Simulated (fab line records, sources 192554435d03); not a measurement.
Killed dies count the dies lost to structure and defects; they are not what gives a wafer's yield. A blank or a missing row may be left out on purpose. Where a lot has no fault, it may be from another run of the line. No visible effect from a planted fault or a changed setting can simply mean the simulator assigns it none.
fab line records	flow n5-finfet
record: lots: 24	wafers: 72	last-day: 18
route steps=1938 shown BEOL_M5@1159 BEOL_M6@1210
lots that met no fault: taken from a fault-free run of the same line
start-h: hours from the record's first day to the start of the lot's first wafer shown	wait-h: how many hours have passed since the lot's step before this one	" same as the row above	L1.1+2: several wafers, shown together as one row	- no value, or no start given	* or withheld: withheld	< > ~ a bound
route shown NAME@n: names a module that has steps shown in the file, with the first one's number in the route	usual: mean and standard deviation over wafers with no fault	same: alike in all rows	chamber/n: place in a boat	sites: readings site by site	_std_site: standard deviation of those values	_edge_site: mean of outer sites minus mean of inner sites	radius-mm: how far each site lies from the wafer's centre	mask NAME#n: copy n	behind: the last tool/chamber to shape the wafer	hold: what put the lot on hold/how long, in hours/how the hold closed	device: transistor that didn't switch, given as n, p or np	end of line: the route-end tests of the same wafers	a step without rows: its recipe alone	killed: at the first sort, the dies lost to defects and structure; wafer yield is something else	map: dies across one wafer; x = killed, . = not, _ = none there
set.NAME: the run value of the setting; set.NAME@STEP: its run value at that earlier step	model.NAME: the simulator's own value behind a step, which no gauge read
route steps across a sampled set of lots; one table per step, one row per wafer
services: when a tool's chamber went out of use (start-h, in hours from the record's first day, below 0 if earlier), for how many hours, and the reason
== steps ==
step: N5_BEOL_M5_STRIP_36
recipe: chemistry: N2/H2	power-w: 450	temp-c: 40	pressure-mtorr: 20	rf-frequency-hz: 6e+07	overash-fraction: 0.3	bias-power-w: 7	h2-frac: 0.5	n2-flow-sccm: 200	h2-flow-sccm: 200
usual: drypump-motor-current-A: 5.9/0.56	oes-product-au: 0.80/0.1	rf-vpp-V: 59.4/1.6	showerhead-plenum-p-Torr: 2.56/0.075	throttle-valve-pct: 23.60/0.25
lot.wafer	tool	chamber	start-h	wait-h	drypump-motor-current-A	oes-product-au	rf-hours-counter-h	rf-vpp-V	showerhead-plenum-p-Torr	throttle-valve-pct
L074.1	rie-diel-02	0	168.77	0.0	5.2	0.71	225	62.0	2.60	23.15
L074.3	"	2	"	"	5.9	0.70	236	62.2	2.39	23.39
L074.4	"	1	"	"	6.3	0.84	61	58.7	2.60	23.49
L075.1	rie-diel-05	2	177.36	0.0	6.6	0.74	154	59.3	2.53	23.73
L075.4	"	1	"	"	5.3	0.70	244	58.8	2.60	23.50
L075.6	"	1	"	"	5.4	0.70	-	59.3	2.60	23.51
L077.3	rie-diel-05	2	194.14	0.0	6.6	0.77	159	58.3	2.52	23.71
L077.5	"	2	"	"	6.7	0.76	-	59.1	2.52	23.75
L077.6	"	1	"	"	5.4	0.70	-	57.8	2.60	23.50
L076.4	rie-diel-02	3	205.28	0.0	6.2	0.66	233	58.8	2.64	23.83
L076.5	"	1	"	"	6.3	0.82	-	56.9	2.60	23.51
L076.6	"	2	"	"	5.9	0.69	-	58.4	2.38	23.36
L078.1	rie-diel-02	1	212.68	0.0	6.3	0.82	74	59.3	2.60	23.51
L078.2	"	0	"	"	5.2	0.70	238	59.1	2.59	23.18
L078.3	"	2	"	"	5.9	0.68	249	58.3	2.38	23.38
L079.2	rie-diel-05	2	223.59	0.0	6.6	0.74	171	59.8	2.52	23.73
L079.4	"	0	"	"	6.6	0.74	168	58.1	2.44	23.44
L079.5	"	0	"	"	6.6	0.74	-	58.8	2.44	23.45
L080.1	rie-diel-03	2	232.12	0.0	6.0	0.96	19	56.2	2.60	23.83
L080.4	"	1	"	"	5.4	0.72	195	58.0	2.50	23.94
L080.5	"	1	"	"	5.4	0.72	-	59.8	2.50	23.88
L082.1	rie-diel-03	3	234.20	0.0	4.8	0.73	192	58.5	2.63	23.80
L082.3	"	1	"	"	5.4	0.71	196	62.1	2.50	23.88
L082.4	"	0	"	"	6.0	0.92	30	57.8	2.49	23.54
L081.1	rie-diel-03	0	238.39	0.0	6.0	0.92	31	58.3	2.49	23.58
L081.2	"	2	"	"	6.0	0.96	21	60.7	2.60	23.83
L081.6	"	1	"	"	5.3	0.72	-	59.7	2.50	23.90
L083.3	rie-diel-05	0	245.89	0.0	6.6	0.74	173	59.1	2.44	23.50
L083.5	"	0	"	"	6.6	0.74	-	60.2	2.44	23.46
L083.6	"	1	"	"	5.3	0.96	-	58.6	2.59	23.45
L084.1	rie-diel-03	3	248.29	0.0	4.8	0.72	196	57.8	2.63	23.79
L084.2	"	0	"	"	5.9	0.92	35	59.4	2.49	23.59
L084.5	"	3	"	"	4.9	0.71	-	60.1	2.63	23.81
L086.3	rie-diel-02	0	254.34	0.0	5.2	0.68	250	62.6	2.59	23.16
L086.4	"	2	"	"	5.9	0.92	4	61.9	2.69	23.15
L086.6	"	1	"	"	6.3	0.82	-	57.7	2.59	23.52
L085.2	rie-diel-05	2	255.80	0.0	6.6	0.75	178	61.2	2.52	23.72
L085.4	"	1	"	"	5.3	0.98	10	63.6	2.59	23.47
L085.6	"	1	"	"	5.3	0.98	-	59.9	2.59	23.43
L088.2	rie-diel-05	0	261.29	0.0	6.6	0.74	177	58.8	2.44	23.48
L088.4	"	1	"	"	5.3	0.96	11	62.1	2.59	23.47
L088.6	"	1	"	"	5.3	0.95	-	59.3	2.59	23.49
L087.2	rie-diel-05	0	268.52	0.0	6.6	0.74	179	59.7	2.44	23.47
L087.4	"	3	"	"	5.9	0.70	194	59.2	2.63	23.99
L087.6	"	1	"	"	5.4	0.95	-	59.8	2.59	23.45
L090.2	rie-diel-05	0	274.03	0.0	6.6	0.75	180	58.2	2.43	23.49
L090.3	"	3	"	"	5.8	0.69	196	58.5	2.63	23.99
L090.5	"	1	"	"	5.3	0.94	-	59.1	2.59	23.45
L089.1	rie-diel-05	2	280.37	0.0	6.6	0.73	186	59.5	2.51	23.73
L089.3	"	0	"	"	6.6	0.73	182	59.0	2.43	23.46
L089.6	"	3	"	"	5.9	0.69	-	56.0	2.63	23.99
L091.3	rie-diel-05	1	288.42	0.0	5.3	0.93	19	57.0	2.59	23.49
L091.4	"	3	"	"	5.8	0.69	200	58.3	2.63	23.97
L091.6	"	0	"	"	6.6	0.73	-	58.5	2.43	23.46
L092.2	rie-diel-03	1	291.77	0.0	5.3	0.71	213	57.9	2.49	23.92
L092.3	"	2	"	"	6.0	0.91	38	55.7	2.59	23.87
L092.5	"	3	"	"	4.9	0.70	-	59.5	2.62	23.81
L093.2	rie-diel-03	3	300.67	0.0	4.8	0.70	210	59.0	2.62	23.80
L093.5	"	3	"	"	4.8	0.70	-	59.6	2.62	23.83
L093.6	"	2	"	"	6.0	0.88	-	59.1	2.59	23.87
L094.2	rie-diel-02	2	306.16	0.0	5.9	0.88	23	62.1	2.69	23.20
L094.4	"	0	"	"	5.2	0.97	-	60.3	2.58	23.17
L094.5	"	1	"	"	6.3	0.79	-	57.7	2.58	23.56
L095.1	rie-diel-02	0	320.96	0.0	5.2	0.93	14	61.1	2.58	23.17
L095.2	"	1	"	"	6.3	0.77	109	56.5	2.58	23.54
L095.3	"	2	"	"	5.9	0.87	28	61.2	2.68	23.21
L097.1	rie-diel-03	0	323.18	0.0	6.0	0.88	56	59.2	2.48	23.59
L097.3	"	3	"	"	4.8	0.70	218	59.6	2.62	23.83
L097.4	"	1	"	"	5.3	0.70	220	59.5	2.49	23.92
L096.3	rie-diel-02	3	323.53	0.0	6.2	0.97	2	59.6	2.62	23.34
L096.5	"	2	"	"	5.9	0.87	-	61.6	2.68	23.21
L096.6	"	0	"	"	5.2	0.94	-	57.9	2.58	23.17
step: N5_BEOL_M5_PRE_CLEAN_45
recipe: gas: H2/He	time-s: 30	temp-c: 250
usual: heater-power-w: 329/24
same: time-s: 30
lot.wafer	tool	chamber	start-h	wait-h	heater-power-w
L074.1	pvd-sputter-01	-	169.99	0.0	326
L074.3	"	-	"	"	305
L074.4	"	-	"	"	376
L075.1	pvd-sputter-03	-	178.19	0.0	309
L075.4	"	-	"	"	318
L075.6	"	-	"	"	380
L077.3	pvd-sputter-01	-	195.20	0.0	310
L077.5	"	-	"	"	319
L077.6	"	-	"	"	316
L076.4	pvd-sputter-03	-	206.83	0.0	372
L076.5	"	-	"	"	316
L076.6	"	-	"	"	393
L078.1	pvd-sputter-03	-	213.65	0.0	372
L078.2	"	-	"	"	328
L078.3	"	-	"	"	316
L079.2	pvd-sputter-02	-	224.36	0.0	317
L079.4	"	-	"	"	353
L079.5	"	-	"	"	316
L080.1	pvd-sputter-02	-	234.29	0.0	345
L080.4	"	-	"	"	318
L080.5	"	-	"	"	318
L082.1	pvd-sputter-01	-	234.98	0.0	328
L082.3	"	-	"	"	310
L082.4	"	-	"	"	310
L081.1	pvd-sputter-02	-	239.63	0.0	330
L081.2	"	-	"	"	359
L081.6	"	-	"	"	317
L083.3	pvd-sputter-01	-	248.49	0.0	319
L083.5	"	-	"	"	323
L083.6	"	-	"	"	364
L084.1	pvd-sputter-01	-	249.43	0.0	324
L084.2	"	-	"	"	314
L084.5	"	-	"	"	309
L086.3	pvd-sputter-02	-	256.22	0.0	319
L086.4	"	-	"	"	312
L086.6	"	-	"	"	313
L085.2	pvd-sputter-02	-	256.60	0.0	346
L085.4	"	-	"	"	316
L085.6	"	-	"	"	309
L088.2	pvd-sputter-02	-	262.21	0.0	337
L088.4	"	-	"	"	355
L088.6	"	-	"	"	321
L087.2	pvd-sputter-01	-	269.68	0.0	325
L087.4	"	-	"	"	307
L087.6	"	-	"	"	320
L090.2	pvd-sputter-01	-	274.88	0.0	305
L090.3	"	-	"	"	321
L090.5	"	-	"	"	306
L089.1	pvd-sputter-02	-	281.26	0.0	357
L089.3	"	-	"	"	320
L089.6	"	-	"	"	323
L091.3	pvd-sputter-02	-	289.51	0.0	348
L091.4	"	-	"	"	315
L091.6	"	-	"	"	319
L092.2	pvd-sputter-03	-	292.83	0.0	312
L092.3	"	-	"	"	324
L092.5	"	-	"	"	308
L093.2	pvd-sputter-02	-	301.79	0.0	326
L093.5	"	-	"	"	350
L093.6	"	-	"	"	329
L094.2	pvd-sputter-01	-	306.97	0.0	316
L094.4	"	-	"	"	368
L094.5	"	-	"	"	305
L095.1	pvd-sputter-01	-	321.73	0.0	322
L095.2	"	-	"	"	306
L095.3	"	-	"	"	378
L097.1	pvd-sputter-01	-	324.53	0.0	375
L097.3	"	-	"	"	310
L097.4	"	-	"	"	373
L096.3	pvd-sputter-01	-	324.71	0.0	382
L096.5	"	-	"	"	381
L096.6	"	-	"	"	308
step: N5_BEOL_M5_ALD_86
recipe: material: TaN	target-thk-a: *	temp-c: 275	ald-precursor-family: PDMAT	ald-co-reactant: NH3	pressure-torr: 3	carrier-flow-sccm: 1500	pulse-time-s: 2	purge-time-s: 3	co-reactant-purge-time-s: 2	co-reactant-pulse-time-s: 3	ald-cycles: 30	precursor-vessel-temp-c: 75	precursor-vessel-pressure-torr: 26.25	precursor-vessel-carrier-sccm: 1000
usual: heater-power-w: 432/26	mfc-carrier-sccm: 1500/4.4	precursor-vessel-pressure-torr: 26.24/0.056
lot.wafer	tool	chamber	start-h	wait-h	heater-power-w	mfc-carrier-sccm	precursor-vessel-pressure-torr
L074.1	ald-metal-01	2	170.28	0.3	444	1497	26.21
L074.3	"	0	"	"	455	1502	26.30
L074.4	"	1	"	"	430	1498	26.23
L075.1	ald-metal-03	0	178.25	0.0	385	1489	26.20
L075.4	"	1	"	"	480	1504	26.17
L075.6	"	2	"	"	430	1502	26.21
L077.3	ald-metal-01	0	195.26	0.0	445	1494	26.19
L077.5	"	3	"	"	460	1498	26.31
L077.6	"	2	"	"	436	1502	26.18
L076.4	ald-metal-03	1	206.91	0.1	467	1496	26.19
L076.5	"	1	"	"	465	1492	26.28
L076.6	"	2	"	"	421	1502	26.22
L078.1	ald-metal-04	1	213.71	0.0	423	1496	26.23
L078.2	"	3	"	"	407	1504	26.25
L078.3	"	2	"	"	465	1507	26.31
L079.2	ald-metal-04	1	224.45	0.1	434	1504	26.32
L079.4	"	2	"	"	462	1506	26.28
L079.5	"	3	"	"	416	1503	26.16
L080.1	ald-metal-04	0	234.36	0.1	402	1505	26.30
L080.4	"	2	"	"	466	1500	26.19
L080.5	"	0	"	"	405	1504	26.27
L082.1	ald-metal-03	3	235.07	0.1	393	1502	26.25
L082.3	"	2	"	"	434	1504	26.25
L082.4	"	1	"	"	473	1507	26.16
L081.1	ald-metal-04	1	239.72	0.1	434	1498	26.15
L081.2	"	3	"	"	416	1496	26.27
L081.6	"	1	"	"	422	1498	26.24
L083.3	ald-metal-04	0	248.57	0.1	396	1499	26.30
L083.5	"	0	"	"	397	1495	26.32
L083.6	"	1	"	"	421	1505	26.27
L084.1	ald-metal-04	2	249.72	0.3	458	1497	26.15
L084.2	"	1	"	"	426	1495	26.24
L084.5	"	1	"	"	427	1491	26.16
L086.3	ald-metal-04	0	256.28	0.0	399	1498	26.30
L086.4	"	1	"	"	430	1495	26.22
L086.6	"	2	"	"	456	1490	26.19
L085.2	ald-metal-01	3	256.67	0.1	468	1499	26.33
L085.4	"	2	"	"	449	1500	26.40
L085.6	"	3	"	"	464	1494	26.31
L088.2	ald-metal-01	1	262.40	0.2	436	1494	26.16
L088.4	"	0	"	"	463	1493	26.24
L088.6	"	1	"	"	429	1495	26.28
L087.2	ald-metal-01	3	269.74	0.0	468	1506	26.17
L087.4	"	2	"	"	445	1501	26.17
L087.6	"	2	"	"	446	1506	26.15
L090.2	ald-metal-04	2	274.94	0.0	456	1494	26.22
L090.3	"	1	"	"	424	1504	26.30
L090.5	"	3	"	"	410	1507	26.27
L089.1	ald-metal-01	3	281.32	0.0	478	1495	26.35
L089.3	"	0	"	"	453	1497	26.23
L089.6	"	1	"	"	431	1502	26.24
L091.3	ald-metal-01	1	289.57	0.0	420	1510	26.22
L091.4	"	2	"	"	442	1500	26.23
L091.6	"	1	"	"	427	1499	26.25
L092.2	ald-metal-04	1	293.11	0.3	422	1504	26.23
L092.3	"	2	"	"	467	1502	26.28
L092.5	"	2	"	"	449	1499	26.30
L093.2	ald-metal-01	1	301.85	0.0	424	1501	26.30
L093.5	"	2	"	"	429	1496	26.23
L093.6	"	0	"	"	455	1494	26.26
L094.2	ald-metal-01	2	307.10	0.1	440	1500	26.15
L094.4	"	0	"	"	446	1501	26.28
L094.5	"	1	"	"	418	1501	26.15
L095.1	ald-metal-03	1	322.02	0.3	470	1494	26.23
L095.2	"	2	"	"	432	1503	26.35
L095.3	"	3	"	"	397	1506	26.33
L097.1	ald-metal-04	0	324.59	0.0	401	1495	26.17
L097.3	"	2	"	"	448	1500	26.22
L097.4	"	1	"	"	426	1503	26.23
L096.3	ald-metal-03	3	324.81	0.1	400	1496	26.23
L096.5	"	0	"	"	379	1499	26.31
L096.6	"	1	"	"	467	1505	26.25
step: N5_BEOL_M5_ANNEAL_49
recipe: temp-c: 400	time-s: 1800	ambient: vacuum
usual: heater-power-w: 824/60
same: time-s: 1800
lot.wafer	tool	chamber	start-h	wait-h	heater-power-w
L074.1	pvd-sputter-03	-	172.97	0.0	822
L074.3	"	-	"	"	762
L074.4	"	-	"	"	791
L075.1	pvd-sputter-03	-	178.93	0.0	734
L075.4	"	-	"	"	768
L075.6	"	-	"	"	783
L077.3	pvd-sputter-02	-	196.18	0.0	868
L077.5	"	-	"	"	798
L077.6	"	-	"	"	772
L076.4	pvd-sputter-01	-	207.54	0.0	830
L076.5	"	-	"	"	774
L076.6	"	-	"	"	783
L078.1	pvd-sputter-01	-	215.03	0.0	753
L078.2	"	-	"	"	962
L078.3	"	-	"	"	772
L079.2	pvd-sputter-03	-	225.84	0.0	782
L079.4	"	-	"	"	819
L079.5	"	-	"	"	949
L080.1	pvd-sputter-02	-	234.88	0.0	799
L080.4	"	-	"	"	827
L080.5	"	-	"	"	875
L082.1	pvd-sputter-01	-	237.26	0.0	784
L082.3	"	-	"	"	783
L082.4	"	-	"	"	794
L081.1	pvd-sputter-02	-	240.65	0.0	876
L081.2	"	-	"	"	825
L081.6	"	-	"	"	804
L083.3	pvd-sputter-02	-	249.14	0.0	809
L083.5	"	-	"	"	840
L083.6	"	-	"	"	803
L084.1	pvd-sputter-03	-	250.63	0.0	811
L084.2	"	-	"	"	773
L084.5	"	-	"	"	941
L086.3	pvd-sputter-02	-	256.82	0.0	799
L086.4	"	-	"	"	821
L086.6	"	-	"	"	793
L085.2	pvd-sputter-03	-	257.36	0.0	783
L085.4	"	-	"	"	738
L085.6	"	-	"	"	813
L088.2	pvd-sputter-01	-	264.74	0.0	776
L088.4	"	-	"	"	928
L088.6	"	-	"	"	781
L087.2	pvd-sputter-02	-	270.28	0.0	803
L087.4	"	-	"	"	854
L087.6	"	-	"	"	819
L090.2	pvd-sputter-02	-	275.57	0.0	787
L090.3	"	-	"	"	777
L090.5	"	-	"	"	881
L089.1	pvd-sputter-02	-	281.86	0.0	830
L089.3	"	-	"	"	780
L089.6	"	-	"	"	805
L091.3	pvd-sputter-02	-	291.77	0.0	794
L091.4	"	-	"	"	825
L091.6	"	-	"	"	781
L092.2	pvd-sputter-03	-	293.81	0.0	803
L092.3	"	-	"	"	768
L092.5	"	-	"	"	771
L093.2	pvd-sputter-03	-	302.44	0.0	931
L093.5	"	-	"	"	803
L093.6	"	-	"	"	961
L094.2	pvd-sputter-01	-	307.65	0.0	773
L094.4	"	-	"	"	804
L094.5	"	-	"	"	951
L095.1	pvd-sputter-02	-	323.33	0.0	834
L095.2	"	-	"	"	875
L095.3	"	-	"	"	818
L097.1	pvd-sputter-03	-	325.37	0.0	783
L097.3	"	-	"	"	960
L097.4	"	-	"	"	778
L096.3	pvd-sputter-01	-	327.25	0.0	783
L096.5	"	-	"	"	775
L096.6	"	-	"	"	924
step: N5_BEOL_M6_DESCUM_16
recipe: chemistry: O2	time-s: 7.9	source-power-w: 50	bias-power-w: 20	pressure-mtorr: 20	rf-frequency-hz: 2.712e+07	temp-c: 40	resist: CAR-ArF	o2-flow-sccm: 225
usual: drypump-motor-current-A: 5.6/0.43	oes-product-au: 0.81/0.08	rf-vpp-V: 243.2/1.5	showerhead-plenum-p-Torr: 2.09/0.073	throttle-valve-pct: 20.30/0.2
same: time-s: 7.9
lot.wafer	tool	chamber	start-h	wait-h	drypump-motor-current-A	oes-product-au	rf-hours-counter-h	rf-vpp-V	showerhead-plenum-p-Torr	throttle-valve-pct
L074.1	rie-diel-01	0	181.13	0.6	5.1	0.82	72	245.7	2.21	20.39
L074.3	"	2	"	"	5.6	0.86	51	242.4	2.05	20.33
L074.4	"	3	"	"	6.1	0.68	-	243.0	2.04	20.47
L075.1	rie-diel-04	2	190.10	0.3	6.0	0.71	190	244.0	2.09	20.24
L075.4	"	2	"	"	6.0	0.71	-	243.0	2.09	20.24
L075.6	"	1	"	"	5.8	0.67	-	243.4	2.15	20.71
L077.3	rie-diel-01	2	203.21	0.0	5.6	0.84	61	242.7	2.05	20.34
L077.5	"	2	"	"	5.6	0.85	-	244.4	2.05	20.32
L077.6	"	3	"	"	6.1	0.67	-	242.5	2.03	20.49
L076.4	rie-diel-06	1	215.25	0.2	6.4	0.86	38	244.6	2.23	20.38
L076.5	"	0	"	"	5.2	0.70	-	244.9	2.13	20.02
L076.6	"	3	"	"	5.0	0.88	-	241.6	2.05	20.48
L078.1	rie-diel-04	2	222.18	0.0	6.0	0.69	204	244.4	2.09	20.26
L078.2	"	3	"	"	5.1	0.80	104	241.2	2.02	20.50
L078.3	"	1	"	"	5.9	0.95	4	244.3	2.14	20.35
L079.2	rie-diel-06	3	232.62	0.1	5.1	0.88	67	243.2	2.05	20.49
L079.4	"	2	"	"	5.8	0.83	82	244.6	2.09	20.13
L079.5	"	1	"	"	6.3	0.86	-	245.8	2.23	20.40
L080.1	rie-diel-04	0	245.70	0.0	5.9	0.76	146	241.8	1.99	20.12
L080.4	"	3	"	"	5.2	0.80	111	241.0	2.02	20.52
L080.5	"	0	"	"	6.0	0.76	-	241.8	1.99	20.11
L082.1	rie-diel-06	0	245.76	0.0	5.2	0.70	228	245.0	2.13	20.02
L082.3	"	2	"	"	5.8	0.83	86	242.5	2.09	20.11
L082.4	"	1	"	"	6.4	0.85	47	246.6	2.23	20.40
L081.1	rie-diel-01	0	249.60	0.5	5.2	0.79	103	244.7	2.20	20.45
L081.2	"	3	"	"	6.1	0.95	9	242.2	2.03	19.83
L081.6	"	2	"	"	5.6	0.82	-	243.0	2.04	20.36
L083.3	rie-diel-01	1	257.05	0.1	5.3	0.96	3	242.8	2.03	20.20
L083.5	"	1	"	"	5.3	0.95	-	243.4	2.03	20.22
L083.6	"	0	"	"	5.2	0.78	-	245.4	2.20	20.48
L084.1	rie-diel-06	1	258.77	0.0	6.3	0.85	51	244.7	2.23	20.41
L084.2	"	3	"	"	5.0	0.87	75	242.5	2.05	20.52
L084.5	"	0	"	"	5.2	0.70	-	244.8	2.13	20.05
L086.3	rie-diel-01	2	263.48	0.0	5.6	0.81	87	242.5	2.04	20.38
L086.4	"	0	"	"	5.2	0.79	107	244.2	2.20	20.45
L086.6	"	1	"	"	5.3	0.96	-	242.7	2.03	20.20
L085.2	rie-diel-04	0	266.01	0.2	6.0	0.76	153	241.6	1.99	20.13
L085.4	"	3	"	"	5.1	0.79	118	241.7	2.01	20.53
L085.6	"	1	"	"	5.9	0.90	-	243.0	2.14	20.36
L088.2	rie-diel-04	3	274.76	0.0	5.2	0.80	120	242.0	2.01	20.53
L088.4	"	1	"	"	5.8	0.90	21	243.2	2.14	20.37
L088.6	"	1	"	"	5.8	0.89	-	244.3	2.14	20.37
L087.2	rie-diel-04	1	278.67	0.0	5.8	0.89	23	244.0	2.14	20.36
L087.4	"	2	"	"	6.0	0.68	223	243.5	2.08	20.30
L087.6	"	3	"	"	5.2	0.79	-	241.6	2.01	20.52
L090.2	rie-diel-04	1	282.46	0.2	5.9	0.88	24	244.2	2.14	20.37
L090.3	"	3	"	"	5.1	0.79	122	241.4	2.01	20.53
L090.5	"	0	"	"	5.9	0.75	-	243.6	1.99	20.14
L089.1	rie-diel-01	3	289.35	0.0	6.1	0.91	23	241.3	2.02	19.88
L089.3	"	2	"	"	5.6	0.82	97	242.4	2.04	20.40
L089.6	"	0	"	"	5.2	0.78	-	244.6	2.20	20.48
L091.3	rie-diel-06	3	298.64	0.0	5.1	0.84	88	243.4	2.04	20.53
L091.4	"	1	"	"	6.3	0.82	64	244.6	2.22	20.42
L091.6	"	2	"	"	5.8	0.79	-	243.4	2.09	20.16
L092.2	rie-diel-06	2	302.60	0.0	5.8	0.80	104	242.6	2.09	20.16
L092.3	"	1	"	"	6.3	0.83	66	244.8	2.22	20.42
L092.5	"	3	"	"	5.0	0.84	-	242.8	2.04	20.54
L093.2	rie-diel-01	3	310.19	0.1	6.1	0.90	30	242.0	2.02	19.88
L093.5	"	3	"	"	6.2	0.90	-	241.5	2.02	19.86
L093.6	"	0	"	"	5.2	0.77	-	245.3	2.19	20.48
L094.2	rie-diel-06	3	315.89	0.0	5.1	0.84	95	241.0	2.04	20.54
L094.4	"	3	"	"	5.0	0.84	-	241.6	2.04	20.54
L094.5	"	1	"	"	6.4	0.82	-	245.6	2.22	20.42
L095.1	rie-diel-01	0	330.22	0.0	5.2	0.76	131	244.4	2.19	20.50
L095.2	"	2	"	"	5.6	0.79	112	243.2	2.03	20.40
L095.3	"	3	"	"	6.1	0.88	38	242.7	2.02	19.90
L097.1	rie-diel-04	3	333.41	0.1	5.1	0.78	139	240.9	2.01	20.56
L097.3	"	1	"	"	5.8	0.87	40	243.6	2.13	20.41
L097.4	"	2	"	"	6.0	0.67	242	240.9	2.08	20.33
L096.3	rie-diel-06	1	338.60	0.1	6.4	0.80	79	245.1	2.22	20.44
L096.5	"	2	"	"	5.8	0.78	-	242.7	2.08	20.17
L096.6	"	3	"	"	5.0	0.82	-	242.5	2.04	20.56
step: N5_BEOL_M6_ALD_77
recipe: material: TaN	target-thk-a: 20	temp-c: 275	ald-precursor-family: PDMAT	ald-co-reactant: NH3	pressure-torr: 3	carrier-flow-sccm: 1500	pulse-time-s: 2	purge-time-s: 3	co-reactant-purge-time-s: 2	co-reactant-pulse-time-s: 3	ald-cycles: 40	precursor-vessel-temp-c: 75	precursor-vessel-pressure-torr: 26.25	precursor-vessel-carrier-sccm: 1000
usual: heater-power-w: 406/39	mfc-carrier-sccm: 1499/4.5	precursor-vessel-pressure-torr: 26.24/0.053
lot.wafer	tool	chamber	start-h	wait-h	heater-power-w	mfc-carrier-sccm	precursor-vessel-pressure-torr
L074.1	ald-metal-04	3	183.93	0.3	410	1499	26.12
L074.3	"	1	"	"	428	1500	26.25
L074.4	"	1	"	"	429	1499	26.36
L075.1	ald-metal-02	3	193.97	0.0	439	1500	26.31
L075.4	"	2	"	"	328	1491	26.28
L075.6	"	0	"	"	367	1505	26.26
L077.3	ald-metal-04	3	206.99	0.1	411	1494	26.23
L077.5	"	2	"	"	442	1503	26.25
L077.6	"	3	"	"	414	1492	26.32
L076.4	ald-metal-04	1	219.48	0.0	424	1496	26.25
L076.5	"	3	"	"	418	1492	26.27
L076.6	"	2	"	"	461	1497	26.27
L078.1	ald-metal-02	2	226.49	0.0	324	1507	26.17
L078.2	"	3	"	"	439	1500	26.24
L078.3	"	0	"	"	360	1505	26.25
L079.2	ald-metal-04	0	237.10	0.1	393	1500	26.28
L079.4	"	3	"	"	406	1508	26.18
L079.5	"	3	"	"	421	1506	26.17
L082.1	ald-metal-03	1	250.21	0.1	477	1500	26.35
L082.3	"	3	"	"	389	1501	26.26
L082.4	"	2	"	"	424	1494	26.20
L080.1	ald-metal-04	3	250.47	0.3	420	1508	26.26
L080.4	"	2	"	"	453	1498	26.29
L080.5	"	1	"	"	434	1494	26.19
L081.1	ald-metal-04	1	253.45	0.1	438	1499	26.29
L081.2	"	3	"	"	411	1495	26.15
L081.6	"	1	"	"	428	1500	26.22
L083.3	ald-metal-02	0	259.50	0.1	370	1492	26.24
L083.5	"	0	"	"	358	1500	26.19
L083.6	"	3	"	"	446	1499	26.26
L084.1	ald-metal-04	1	262.05	0.0	422	1500	26.28
L084.2	"	2	"	"	454	1494	26.28
L084.5	"	0	"	"	402	1498	26.18
L086.3	ald-metal-02	2	266.47	0.0	326	1504	26.12
L086.4	"	0	"	"	372	1505	26.28
L086.6	"	0	"	"	369	1498	26.28
L085.2	ald-metal-03	0	269.72	0.0	386	1501	26.34
L085.4	"	2	"	"	430	1498	26.22
L085.6	"	3	"	"	390	1487	26.25
L088.2	ald-metal-02	2	278.08	0.0	333	1496	26.14
L088.4	"	1	"	"	371	1496	26.20
L088.6	"	2	"	"	326	1500	26.20
L087.2	ald-metal-03	1	281.24	0.0	475	1498	26.24
L087.4	"	0	"	"	375	1495	26.14
L087.6	"	1	"	"	458	1507	26.22
L090.2	ald-metal-04	1	286.59	0.1	415	1502	26.27
L090.3	"	0	"	"	397	1495	26.26
L090.5	"	0	"	"	396	1498	26.21
L089.1	ald-metal-02	3	293.31	0.1	432	1496	26.25
L089.3	"	2	"	"	327	1497	26.29
L089.6	"	2	"	"	332	1495	26.30
L091.3	ald-metal-02	2	303.09	0.0	332	1497	26.19
L091.4	"	3	"	"	450	1496	26.23
L091.6	"	2	"	"	324	1503	26.28
L092.2	ald-metal-03	0	306.96	0.0	378	1499	26.30
L092.3	"	1	"	"	480	1500	26.31
L092.5	"	3	"	"	397	1495	26.25
L093.2	ald-metal-02	1	312.44	0.0	363	1505	26.31
L093.5	"	1	"	"	368	1502	26.25
L093.6	"	0	"	"	375	1494	26.30
L094.2	ald-metal-02	2	320.03	0.0	341	1499	26.24
L094.4	"	3	"	"	434	1497	26.14
L094.5	"	3	"	"	429	1502	26.13
L095.1	ald-metal-04	1	337.95	0.0	424	1503	26.26
L095.2	"	2	"	"	461	1508	26.25
L095.3	"	3	"	"	417	1496	26.25
L097.1	ald-metal-04	0	339.42	0.1	406	1499	26.25
L097.3	"	3	"	"	407	1492	26.25
L097.4	"	2	"	"	455	1507	26.26
L096.3	ald-metal-03	3	341.55	0.0	390	1497	26.26
L096.5	"	3	"	"	393	1496	26.23
L096.6	"	2	"	"	420	1500	26.19
== services ==
tool	chamber	start-h	hours	kind
rie-diel-01	-	144.78	4.3	pm
rie-diel-02	-	145.77	0.3	repair
ald-metal-04	0	172.22	17.7	repair
pvd-sputter-01	-	172.98	11.1	repair
rie-diel-06	3	173.08	5.7	repair
ald-metal-01	-	182.76	8.7	pm
rie-diel-04	3	185.80	9.3	repair
ald-metal-04	1	188.14	11.8	repair
rie-diel-05	1	196.49	-	clean
rie-diel-05	1	196.49	-	consumable-replace:focus-ring
rie-diel-05	1	196.49	20.2	scheduled-down
rie-diel-05	1	196.49	20.2	vent-cycle
ald-metal-02	2	208.62	5.0	repair
rie-diel-06	-	221.57	2.8	pm
rie-diel-06	-	256.88	0.1	repair
ald-metal-02	-	264.15	0.7	repair
ald-metal-02	1	283.70	4.5	repair
rie-diel-01	-	284.58	0.4	repair
rie-diel-03	1	298.81	7.3	repair
ald-metal-01	3	300.01	5.0	repair
rie-diel-02	1	322.00	2.0	repair
ald-metal-01	2	332.98	10.1	repair
ald-metal-02	-	337.25	14.0	pm
rie-diel-01	2	337.34	4.5	repair
== key ==
fault none
